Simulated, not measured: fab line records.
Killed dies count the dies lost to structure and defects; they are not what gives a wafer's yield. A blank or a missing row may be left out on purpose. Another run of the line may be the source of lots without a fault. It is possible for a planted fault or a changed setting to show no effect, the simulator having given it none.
Split-lot study / flow n5_finfet / 7 lots, 21 wafers read, on a route of 1938 steps

## ON THE SPLIT
At N5_STI_FIN_REVEAL_ETCHBACK_08 (etches SiO2 in C4F6/O2, target depth 30.5 nm, time 10.167 s), the setting time_s was moved away from the recipe's 10.167 s on 8 of the 21 wafers read, by -21.8% to +14.7%. For the rest of the wafers, this setting stayed at what the recipe calls for.

## FROM THE SPLIT TO THE READING: what the file shows between them, 4 steps
- N5_STI_FIN_REVEAL_OXIDATION_31: chemistry O2 PLASMA REMOTE, time 20 s (also split here: time_s)
- N5_STI_FIN_REVEAL_PRECLEAN_32: cleans in NF3:NH3, afs cycles 1, time 20 s, sublimation time 60 s
- N5_STI_FIN_REVEAL_STRIP_35: strips Si3N4 in H3PO4, target depth 4 nm, time 39 s
- N5_STI_FIN_REVEAL_SRD_23: time 30 s

## THE READING
trench_depth_nm, in nm, at N5_STI_FIN_REVEAL_FIN_H_MEAS_10. Fault-free wafers of this fab line usually give 52.0 nm, standard deviation 0.73 nm.

wafer=L076.2; tool, chamber at the split=rie_diel-01, 2; time_s as run, s=11.22; against the recipe=+10.4%; trench_depth_nm, nm=56.2; against lot-mates on the recipe=+3.7
wafer=L076.4; tool, chamber at the split=rie_diel-01, 1,2; time_s as run, s=10.167; against the recipe=recipe; trench_depth_nm, nm=52.7; against lot-mates on the recipe=-
wafer=L076.5; tool, chamber at the split=rie_diel-01, 1,2; time_s as run, s=10.167; against the recipe=recipe; trench_depth_nm, nm=52.3; against lot-mates on the recipe=-
wafer=L082.1; tool, chamber at the split=rie_diel-02, 1,2; time_s as run, s=10.167; against the recipe=recipe; trench_depth_nm, nm=52.3; against lot-mates on the recipe=-
wafer=L082.2; tool, chamber at the split=rie_diel-02, 1,2; time_s as run, s=10.167; against the recipe=recipe; trench_depth_nm, nm=51.4; against lot-mates on the recipe=-
wafer=L082.3; tool, chamber at the split=rie_diel-02, 0; time_s as run, s=11.66; against the recipe=+14.7%; trench_depth_nm, nm=56.4; against lot-mates on the recipe=+4.6
wafer=L086.2; tool, chamber at the split=rie_diel-02, 0,2,3; time_s as run, s=10.167; against the recipe=recipe; trench_depth_nm, nm=51.2; against lot-mates on the recipe=-
wafer=L086.5; tool, chamber at the split=rie_diel-02, 0,2,3; time_s as run, s=10.167; against the recipe=recipe; trench_depth_nm, nm=52.3; against lot-mates on the recipe=-
wafer=L086.6; tool, chamber at the split=rie_diel-02, 0,2,3; time_s as run, s=10.167; against the recipe=recipe; trench_depth_nm, nm=52.0; against lot-mates on the recipe=-
wafer=L087.2; tool, chamber at the split=rie_diel-01, 2,1,2; time_s as run, s=10.167; against the recipe=recipe; trench_depth_nm, nm=52.4; against lot-mates on the recipe=-
wafer=L087.3; tool, chamber at the split=rie_diel-01, 2,1,2; time_s as run, s=10.167; against the recipe=recipe; trench_depth_nm, nm=52.3; against lot-mates on the recipe=-
wafer=L087.6; tool, chamber at the split=rie_diel-01, 2,1,2; time_s as run, s=10.167; against the recipe=recipe; trench_depth_nm, nm=51.7; against lot-mates on the recipe=-
wafer=L088.4; tool, chamber at the split=rie_diel-02, 1; time_s as run, s=10.167; against the recipe=recipe; trench_depth_nm, nm=51.3; against lot-mates on the recipe=-
wafer=L088.5; tool, chamber at the split=rie_diel-02, 2,3; time_s as run, s=7.949; against the recipe=-21.8%; trench_depth_nm, nm=45.4; against lot-mates on the recipe=-5.9
wafer=L088.6; tool, chamber at the split=rie_diel-02, 2,3; time_s as run, s=7.949; against the recipe=-21.8%; trench_depth_nm, nm=45.3; against lot-mates on the recipe=-6.0
wafer=L089.1; tool, chamber at the split=rie_diel-04, 0,3; time_s as run, s=7.954; against the recipe=-21.8%; trench_depth_nm, nm=46.1; against lot-mates on the recipe=-7.5
wafer=L089.5; tool, chamber at the split=rie_diel-04, 0,3; time_s as run, s=7.954; against the recipe=-21.8%; trench_depth_nm, nm=45.3; against lot-mates on the recipe=-8.3
wafer=L089.6; tool, chamber at the split=rie_diel-04, 0; time_s as run, s=10.167; against the recipe=recipe; trench_depth_nm, nm=53.6; against lot-mates on the recipe=-
wafer=L091.3; tool, chamber at the split=rie_diel-04, 2,0; time_s as run, s=11.59; against the recipe=+14.0%; trench_depth_nm, nm=56.4; against lot-mates on the recipe=+3.8
wafer=L091.4; tool, chamber at the split=rie_diel-04, 0; time_s as run, s=10.167; against the recipe=recipe; trench_depth_nm, nm=52.6; against lot-mates on the recipe=-
wafer=L091.5; tool, chamber at the split=rie_diel-04, 2,0; time_s as run, s=11.59; against the recipe=+14.0%; trench_depth_nm, nm=56.3; against lot-mates on the recipe=+3.7
The file does not say which wafer passed through which chamber wherever a row lists several chambers: such a row stands for several wafers.

THE FIT
A straight line over all 21 wafers: trench_depth_nm changes by +0.306 nm for each +1% of time_s; r = +0.99; the points scatter about the line by 0.58 nm.
The same after taking each lot's own level away (the mean of its wafers on the recipe; 21 wafers): +0.31 nm for each +1%; r = +0.99; scatter 0.59 nm.
The reading moves by 6.8 nm for the largest change in time_s, on that fit.
The lots' own levels span 51.30 to 53.60 nm, that is 3.2 times the standard deviation above.
The two slopes agree, so the slope changes little with the lot-to-lot level.
Check: with one of the wafers moved furthest among these (-21.8%) left out of the fit, the line predicts -7.08 nm for it against its lot-mates. Against them it came out at -5.9 nm.

## THE OTHER SPLITS THESE WAFERS WENT THROUGH
These wafers also went through other splits before the reading. Each is held against what the fit with the lots' levels taken away leaves over:
other split on the same wafers=N5_WELL_APT_COAT_02 spin_rpm; wafers away from the commonest value=3; r with trench_depth_nm (lot level and that fit taken away)=-0.01
other split on the same wafers=N5_WELL_APT_EXPOSE_05 dose_mj; wafers away from the commonest value=4; r with trench_depth_nm (lot level and that fit taken away)=+0.21
other split on the same wafers=N5_PMOS_HMC_CHANNEL_EPI_PEB_07 peb_temp_c; wafers away from the commonest value=7; r with trench_depth_nm (lot level and that fit taken away)=+0.10
other split on the same wafers=N5_PMOS_HMC_CHANNEL_EPI_DEVELOP_08 develop_time_s; wafers away from the commonest value=7; r with trench_depth_nm (lot level and that fit taken away)=+0.46
other split on the same wafers=N5_FIN_SAQP_ETCH_65 time_s; wafers away from the commonest value=9; r with trench_depth_nm (lot level and that fit taken away)=+0.03
other split on the same wafers=N5_FIN_SAQP_COAT_68 spin_rpm; wafers away from the commonest value=4; r with trench_depth_nm (lot level and that fit taken away)=-0.21
other split on the same wafers=N5_STI_FIN_REVEAL_OXIDATION_31 time_s; wafers away from the commonest value=6; r with trench_depth_nm (lot level and that fit taken away)=-0.07

## THE FILE'S OWN FIT
trench_depth_nm changes by +0.313 nm for each +1% of time_s, r = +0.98.
